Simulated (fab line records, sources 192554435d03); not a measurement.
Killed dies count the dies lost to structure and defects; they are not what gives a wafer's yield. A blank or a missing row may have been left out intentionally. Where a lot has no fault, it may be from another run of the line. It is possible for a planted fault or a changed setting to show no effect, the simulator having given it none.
Split-lot experiment || flow n5-finfet || on a route of 1938 steps: 7 lots, 39 wafers read

== THE SPLIT ==
At N5_SD_EPI_N_EPI_21 (deposits Si:P, time 690 s), the setting epi-growth-time-s was moved away from the recipe's 690 s on 15 of the 39 wafers read, by -57.7% to +52.0%. For the rest of the wafers, this setting stayed at what the recipe calls for.

== FROM THE SPLIT TO THE READING: what the file shows between them, 4 steps ==
- N5_SD_EPI_N_EPI_MEAS_23
- N5_SD_EPI_N_PRECLEAN_24: cleans in O3/DIW, time 60 s
- N5_SD_EPI_N_SRD_25: time 30 s
- N5_SD_EPI_P_EPI_21: deposits SiGe:B, time 355 s

== THE READING ==
Si-P_of_SD_EPI_N_EPI_21.thk-nm (the simulator's own value, which no gauge read), in nm, at N5_SD_EPI_P_HM_STRIP_48 (strips SiNx in H3PO4, material SiNx, target depth 3 nm). There is no usual value for it anywhere in the file. Here, 24 wafers ran the recipe; their average is 58.4 nm with a standard deviation of 0.53 nm.

{"wafer": "L076.1", "tool, chamber at the split": "epi-rpcvd-03, 0", "epi-growth-time-s as run, s": 690, "against the recipe": "recipe", "Si-P_of_SD_EPI_N_EPI_21.thk-nm, nm": 58, "against lot-mates on the recipe": "-"}
{"wafer": "L076.2", "tool, chamber at the split": "epi-rpcvd-03, 0", "epi-growth-time-s as run, s": 291.6, "against the recipe": "-57.7%", "Si-P_of_SD_EPI_N_EPI_21.thk-nm, nm": 26.2, "against lot-mates on the recipe": -32.1}
{"wafer": "L076.3", "tool, chamber at the split": "epi-rpcvd-03, 0", "epi-growth-time-s as run, s": 291.6, "against the recipe": "-57.7%", "Si-P_of_SD_EPI_N_EPI_21.thk-nm, nm": 26.4, "against lot-mates on the recipe": -31.9}
{"wafer": "L076.5", "tool, chamber at the split": "epi-rpcvd-03, 0", "epi-growth-time-s as run, s": 291.6, "against the recipe": "-57.7%", "Si-P_of_SD_EPI_N_EPI_21.thk-nm, nm": 26.4, "against lot-mates on the recipe": -31.9}
{"wafer": "L076.4", "tool, chamber at the split": "epi-rpcvd-03, 0", "epi-growth-time-s as run, s": 690, "against the recipe": "recipe", "Si-P_of_SD_EPI_N_EPI_21.thk-nm, nm": 58.4, "against lot-mates on the recipe": "-"}
{"wafer": "L076.6", "tool, chamber at the split": "epi-rpcvd-03, 0", "epi-growth-time-s as run, s": 690, "against the recipe": "recipe", "Si-P_of_SD_EPI_N_EPI_21.thk-nm, nm": 58.4, "against lot-mates on the recipe": "-"}
{"wafer": "L080.1", "tool, chamber at the split": "epi-rpcvd-03, 0", "epi-growth-time-s as run, s": 558.2, "against the recipe": "-19.1%", "Si-P_of_SD_EPI_N_EPI_21.thk-nm, nm": 50.8, "against lot-mates on the recipe": -8.4}
{"wafer": "L080.2", "tool, chamber at the split": "epi-rpcvd-03, 0", "epi-growth-time-s as run, s": 690, "against the recipe": "recipe", "Si-P_of_SD_EPI_N_EPI_21.thk-nm, nm": 59.2, "against lot-mates on the recipe": "-"}
{"wafer": "L080.3", "tool, chamber at the split": "epi-rpcvd-03, 0", "epi-growth-time-s as run, s": 558.2, "against the recipe": "-19.1%", "Si-P_of_SD_EPI_N_EPI_21.thk-nm, nm": 51.2, "against lot-mates on the recipe": -8.0}
{"wafer": "L080.4", "tool, chamber at the split": "epi-rpcvd-03, 0", "epi-growth-time-s as run, s": 558.2, "against the recipe": "-19.1%", "Si-P_of_SD_EPI_N_EPI_21.thk-nm, nm": 51, "against lot-mates on the recipe": -8.2}
{"wafer": "L080.5", "tool, chamber at the split": "epi-rpcvd-03, 0", "epi-growth-time-s as run, s": 690, "against the recipe": "recipe", "Si-P_of_SD_EPI_N_EPI_21.thk-nm, nm": 59.4, "against lot-mates on the recipe": "-"}
{"wafer": "L080.6", "tool, chamber at the split": "epi-rpcvd-03, 0", "epi-growth-time-s as run, s": 690, "against the recipe": "recipe", "Si-P_of_SD_EPI_N_EPI_21.thk-nm, nm": 59, "against lot-mates on the recipe": "-"}
{"wafer": "L087.1", "tool, chamber at the split": "epi-rpcvd-04, 0", "epi-growth-time-s as run, s": 690, "against the recipe": "recipe", "Si-P_of_SD_EPI_N_EPI_21.thk-nm, nm": 58.4, "against lot-mates on the recipe": "-"}
{"wafer": "L087.2", "tool, chamber at the split": "epi-rpcvd-04, 0", "epi-growth-time-s as run, s": 974.9, "against the recipe": "+41.3%", "Si-P_of_SD_EPI_N_EPI_21.thk-nm, nm": 76.2, "against lot-mates on the recipe": "+17.8"}
{"wafer": "L087.3", "tool, chamber at the split": "epi-rpcvd-04, 0", "epi-growth-time-s as run, s": 690, "against the recipe": "recipe", "Si-P_of_SD_EPI_N_EPI_21.thk-nm, nm": 58.6, "against lot-mates on the recipe": "-"}
{"wafer": "L087.4", "tool, chamber at the split": "epi-rpcvd-04, 0", "epi-growth-time-s as run, s": 974.9, "against the recipe": "+41.3%", "Si-P_of_SD_EPI_N_EPI_21.thk-nm, nm": 75.2, "against lot-mates on the recipe": "+16.8"}
{"wafer": "L087.6", "tool, chamber at the split": "epi-rpcvd-04, 0", "epi-growth-time-s as run, s": 974.9, "against the recipe": "+41.3%", "Si-P_of_SD_EPI_N_EPI_21.thk-nm, nm": 75.2, "against lot-mates on the recipe": "+16.8"}
{"wafer": "L087.5", "tool, chamber at the split": "epi-rpcvd-04, 0", "epi-growth-time-s as run, s": 690, "against the recipe": "recipe", "Si-P_of_SD_EPI_N_EPI_21.thk-nm, nm": 58.2, "against lot-mates on the recipe": "-"}
{"wafer": "L090.1", "tool, chamber at the split": "epi-rpcvd-03, 0", "epi-growth-time-s as run, s": 690, "against the recipe": "recipe", "Si-P_of_SD_EPI_N_EPI_21.thk-nm, nm": 59.2, "against lot-mates on the recipe": "-"}
{"wafer": "L090.2", "tool, chamber at the split": "epi-rpcvd-03, 0", "epi-growth-time-s as run, s": 690, "against the recipe": "recipe", "Si-P_of_SD_EPI_N_EPI_21.thk-nm, nm": 58.8, "against lot-mates on the recipe": "-"}
{"wafer": "L090.3", "tool, chamber at the split": "epi-rpcvd-03, 0", "epi-growth-time-s as run, s": 690, "against the recipe": "recipe", "Si-P_of_SD_EPI_N_EPI_21.thk-nm, nm": 58.4, "against lot-mates on the recipe": "-"}
{"wafer": "L090.6", "tool, chamber at the split": "epi-rpcvd-03, 0", "epi-growth-time-s as run, s": 690, "against the recipe": "recipe", "Si-P_of_SD_EPI_N_EPI_21.thk-nm, nm": 58.4, "against lot-mates on the recipe": "-"}
{"wafer": "L090.4", "tool, chamber at the split": "epi-rpcvd-03, 0", "epi-growth-time-s as run, s": 690, "against the recipe": "recipe", "Si-P_of_SD_EPI_N_EPI_21.thk-nm, nm": 57.6, "against lot-mates on the recipe": "-"}
{"wafer": "L090.5", "tool, chamber at the split": "epi-rpcvd-03, 0", "epi-growth-time-s as run, s": 690, "against the recipe": "recipe", "Si-P_of_SD_EPI_N_EPI_21.thk-nm, nm": 58.2, "against lot-mates on the recipe": "-"}
{"wafer": "L091.1", "tool, chamber at the split": "epi-rpcvd-04, 0", "epi-growth-time-s as run, s": 1049, "against the recipe": "+52.0%", "Si-P_of_SD_EPI_N_EPI_21.thk-nm, nm": 79, "against lot-mates on the recipe": "+21.2"}
{"wafer": "L091.2", "tool, chamber at the split": "epi-rpcvd-04, 0", "epi-growth-time-s as run, s": 690, "against the recipe": "recipe", "Si-P_of_SD_EPI_N_EPI_21.thk-nm, nm": 57.6, "against lot-mates on the recipe": "-"}
{"wafer": "L091.3", "tool, chamber at the split": "epi-rpcvd-04, 0", "epi-growth-time-s as run, s": 1049, "against the recipe": "+52.0%", "Si-P_of_SD_EPI_N_EPI_21.thk-nm, nm": 78.6, "against lot-mates on the recipe": "+20.8"}
{"wafer": "L091.4", "tool, chamber at the split": "epi-rpcvd-04, 0", "epi-growth-time-s as run, s": 690, "against the recipe": "recipe", "Si-P_of_SD_EPI_N_EPI_21.thk-nm, nm": 58.4, "against lot-mates on the recipe": "-"}
{"wafer": "L091.5", "tool, chamber at the split": "epi-rpcvd-04, 0", "epi-growth-time-s as run, s": 690, "against the recipe": "recipe", "Si-P_of_SD_EPI_N_EPI_21.thk-nm, nm": 57.4, "against lot-mates on the recipe": "-"}
{"wafer": "L091.6", "tool, chamber at the split": "epi-rpcvd-04, 0", "epi-growth-time-s as run, s": 1049, "against the recipe": "+52.0%", "Si-P_of_SD_EPI_N_EPI_21.thk-nm, nm": 78, "against lot-mates on the recipe": "+20.2"}
{"wafer": "L094.1", "tool, chamber at the split": "epi-rpcvd-01, 0", "epi-growth-time-s as run, s": 406.6, "against the recipe": "-41.1%", "Si-P_of_SD_EPI_N_EPI_21.thk-nm, nm": 37, "against lot-mates on the recipe": -20.9}
{"wafer": "L094.2", "tool, chamber at the split": "epi-rpcvd-01, 0", "epi-growth-time-s as run, s": 406.6, "against the recipe": "-41.1%", "Si-P_of_SD_EPI_N_EPI_21.thk-nm, nm": 36.8, "against lot-mates on the recipe": -21.1}
{"wafer": "L094.3", "tool, chamber at the split": "epi-rpcvd-01, 0", "epi-growth-time-s as run, s": 690, "against the recipe": "recipe", "Si-P_of_SD_EPI_N_EPI_21.thk-nm, nm": 57.6, "against lot-mates on the recipe": "-"}
{"wafer": "L094.6", "tool, chamber at the split": "epi-rpcvd-01, 0", "epi-growth-time-s as run, s": 690, "against the recipe": "recipe", "Si-P_of_SD_EPI_N_EPI_21.thk-nm, nm": 57.6, "against lot-mates on the recipe": "-"}
{"wafer": "L094.4", "tool, chamber at the split": "epi-rpcvd-01, 0", "epi-growth-time-s as run, s": 406.6, "against the recipe": "-41.1%", "Si-P_of_SD_EPI_N_EPI_21.thk-nm, nm": 36.6, "against lot-mates on the recipe": -21.3}
{"wafer": "L094.5", "tool, chamber at the split": "epi-rpcvd-01, 0", "epi-growth-time-s as run, s": 690, "against the recipe": "recipe", "Si-P_of_SD_EPI_N_EPI_21.thk-nm, nm": 58.6, "against lot-mates on the recipe": "-"}
{"wafer": "L097.3", "tool, chamber at the split": "epi-rpcvd-03, 0", "epi-growth-time-s as run, s": 690, "against the recipe": "recipe", "Si-P_of_SD_EPI_N_EPI_21.thk-nm, nm": 58.4, "against lot-mates on the recipe": "-"}
{"wafer": "L097.6", "tool, chamber at the split": "epi-rpcvd-03, 0", "epi-growth-time-s as run, s": 690, "against the recipe": "recipe", "Si-P_of_SD_EPI_N_EPI_21.thk-nm, nm": 58.4, "against lot-mates on the recipe": "-"}
{"wafer": "L097.5", "tool, chamber at the split": "epi-rpcvd-03, 0", "epi-growth-time-s as run, s": 690, "against the recipe": "recipe", "Si-P_of_SD_EPI_N_EPI_21.thk-nm, nm": 58.6, "against lot-mates on the recipe": "-"}

FIT RESULTS
A straight line over all 39 wafers: Si-P_of_SD_EPI_N_EPI_21.thk-nm changes by +0.471 nm for each +1% of epi-growth-time-s; r = +0.99; the points scatter about the line by 1.9 nm.
The same after taking each lot's own level away (the mean of its wafers on the recipe; 39 wafers): +0.473 nm for each +1%; r = +0.99; scatter 1.7 nm.
Per that fit: largest epi-growth-time-s move, reading shift of 27 nm.
Measured against the standard deviation above, the lots' own levels, which go from 57.80 to 59.20 nm, span 2.7 times it.
Hence the lot-to-lot level has little effect on the slope; both slopes agree.
Check: -27.6 nm against its lot-mates is what the line predicts for one of the wafers moved furthest among these (-57.7%) when that wafer is left out of the fit. Against them it came out at -32.1 nm.

== THE WHOLE CHAIN: every reading that the file lists as answering this split, in the file's order ==
{"step": "N5_SD_EPI_N_EPI_21", "what it does": "deposits Si:P, time 690 s", "reading": "Si-P_of_SD_EPI_N_EPI_21.thk-nm (the simulator's own value, which no gauge read)", "change (the file's fit)": "+0.48 nm for each +1% of the setting", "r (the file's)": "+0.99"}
{"step": "N5_SD_EPI_N_EPI_MEAS_23", "what it does": "", "reading": "thk-nm", "change (the file's fit)": "withheld for each +1% of the setting", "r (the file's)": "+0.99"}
{"step": "N5_SD_EPI_P_HM_STRIP_48", "what it does": "strips SiNx in H3PO4, material SiNx, target depth 3 nm", "reading": "Si-P_of_SD_EPI_N_EPI_21.thk-nm (the simulator's own value, which no gauge read)", "change (the file's fit)": "+0.475 nm for each +1% of the setting", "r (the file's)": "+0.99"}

== FILE'S OWN FIT ==
Si-P_of_SD_EPI_N_EPI_21.thk-nm changes by +0.475 nm for each +1% of epi-growth-time-s, r = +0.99.
